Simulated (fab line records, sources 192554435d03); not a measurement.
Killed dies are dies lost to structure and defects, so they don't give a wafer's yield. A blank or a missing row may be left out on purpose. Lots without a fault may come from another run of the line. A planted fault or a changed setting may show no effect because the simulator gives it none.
Chamber matching | flow n5_finfet | N5_BEOL_M14_DESCUM_15 on rie_diel-01: 4 sister chambers
The step chemistry O2, time 7.9 s. 4 wafers are shown with their chamber, then 7 later ones without.

WAFERS WITH THEIR CHAMBER
wafer  | chamber | throttle_valve_pct (%)
L080.5 | 2       | 20.33
L081.6 | 0       | 20.69
L082.2 | 3       | 20.43
L082.5 | 1       | 20.12

WAFERS WITHOUT THEIR CHAMBER
wafer  | throttle_valve_pct (%)
L082.6 | 20.70
L083.1 | 20.44
L083.3 | 20.12
L083.5 | 20.12
L089.1 | 20.44
L089.3 | 20.33
L089.6 | 20.15

WHICH CHAMBER EACH WENT THROUGH
wafer  | from the rows above | in truth
L082.6 | 0                   | 0
L083.1 | 3                   | 3
L083.3 | 1                   | 1
L083.5 | 1                   | 1
L089.1 | 3                   | 3
L089.3 | 2                   | 2
L089.6 | 1                   | 1
Placed correctly: 7 of 7. Can't be placed from these rows: 0. Placed wrongly: 0.
How it was worked out, from the rows above alone: a wafer's distance from a chamber is the root of the sum, over the readings, of the square of ((its reading less the chamber's mean) divided by the reading's scatter). The wafer belongs to the nearest chamber; if the next one is less than 2 further off, it can't be placed. A chamber's mean is the mean of its shown wafers. The scatter: with one shown wafer a chamber, the root of the mean of the squares of how far each hidden wafer lies from its nearest shown one.
